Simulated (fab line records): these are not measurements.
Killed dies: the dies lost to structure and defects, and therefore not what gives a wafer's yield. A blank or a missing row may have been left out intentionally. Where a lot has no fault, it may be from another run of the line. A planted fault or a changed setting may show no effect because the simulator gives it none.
Tool commonality check | flow n5-finfet | 9 lots and 27 wafers in the sample

== REASON FOR OPENING ==
At N5_DUMMY_GATE_THK_MEAS_05 the reading thk-nm is flagged on 2 of 9 lots. No-fault wafers: 71.6 nm, standard deviation 1.4.
Rule: a lot is flagged when every wafer of it that has a number lies more than 4 standard deviations from that mean, or none has a number. The other lots count as sound.

lot  | measured    | on            | thk-nm (nm), wafer by wafer | flag
L509 | day 2 17:30 | film-metro-02 | 70.2 72.8 70.0              |
L510 | day 3 01:02 | film-metro-02 | 71.4 69.3 71.6              |
L515 | day 4 06:05 | film-metro-02 | 72.7 72.8 72.0              |
L522 | day 6 06:02 | film-metro-01 | 52.5 52.9 53.3              | FLAGGED
L523 | day 6 09:41 | film-metro-01 | 51.8 50.8 53.0              | FLAGGED
L525 | day 6 21:13 | film-metro-01 | 72.5 72.4 69.8              |
L527 | day 7 06:47 | film-metro-02 | 72.4 73.8 72.1              |
L528 | day 7 13:05 | film-metro-01 | 73.2 71.3 73.4              |
L532 | day 8 14:57 | film-metro-01 | 72.5 71.7 72.0              |
On average the flagged lots' numbers are 52.4 nm, which is -19.2 nm against the usual, or -14 standard deviations.

== WHICH TOOL RAN EACH LOT ==
The record keeps 1 process step preceding the reading, out of 1938 steps on the route. Every cell lists first the tool, next ch and the chambers used by the sampled wafers, and last the start.
lot  | flag    | N5_DUMMY_GATE_CVD_03
L509 |         | lpcvd-01 ch 1/100,1/109,1/90, day 2 13:31
L510 |         | lpcvd-02 ch 1/75,1/79,1/89, day 2 19:13
L515 |         | lpcvd-02 ch 1/65,1/70,1/89, day 4 02:07
L522 | FLAGGED | lpcvd-01 ch 1/70,1/79,1/89, day 6 02:04
L523 | FLAGGED | lpcvd-01 ch 1/100,1/109,1/95, day 6 05:43
L525 |         | lpcvd-01 ch 0/65,0/84,0/89, day 6 15:11
L527 |         | lpcvd-01 ch 0/70,0/84,0/89, day 7 02:49
L528 |         | lpcvd-01 ch 0/25,0/29,0/34, day 7 09:07
L532 |         | lpcvd-01 ch 0/15,0/29,0/34, day 8 10:59
These steps, and what they do:
- N5_DUMMY_GATE_CVD_03: deposits a-Si from SiH4, target thk 150 nm, time 8042 s.
- N5_DUMMY_GATE_THK_MEAS_05

== FLAGGED AGAINST TOTAL, ONE TOOL AT A TIME (gauges that did the reading follow at the end) ==
step                      | tool          | lots run | flagged | share of the flagged lots | sound lots run after its first flagged lot
N5_DUMMY_GATE_CVD_03      | lpcvd-01      | 7        | 2       | all                       | 4 (L525,L527,L528,L532)
N5_DUMMY_GATE_CVD_03      | lpcvd-02      | 2        | 0       | none                      | -
N5_DUMMY_GATE_THK_MEAS_05 | film-metro-01 | 5        | 2       | all                       | 3 (L525,L528,L532)
N5_DUMMY_GATE_THK_MEAS_05 | film-metro-02 | 4        | 0       | none                      | -

== WHAT IS ALLOWED BY THE TABLE ==
2 rows of the table ran every flagged lot: lpcvd-01 at N5_DUMMY_GATE_CVD_03, film-metro-01 at N5_DUMMY_GATE_THK_MEAS_05.
- lpcvd-01 at N5_DUMMY_GATE_CVD_03 ran 7 lots, 2 of them flagged. After the first flagged lot (L525, L527, L528, L532), sound lots still ran on it; a lasting fault on the whole tool would not permit that.
- film-metro-01 at N5_DUMMY_GATE_THK_MEAS_05 ran 5 lots, 2 of them flagged. After the first flagged lot (L525, L528, L532), sound lots still ran on it; a lasting fault on the whole tool would not permit that.
None of the table's rows ran every flagged lot and, after the first, no sound lot.

== WHAT THE SIMULATOR HAD INSERTED ==
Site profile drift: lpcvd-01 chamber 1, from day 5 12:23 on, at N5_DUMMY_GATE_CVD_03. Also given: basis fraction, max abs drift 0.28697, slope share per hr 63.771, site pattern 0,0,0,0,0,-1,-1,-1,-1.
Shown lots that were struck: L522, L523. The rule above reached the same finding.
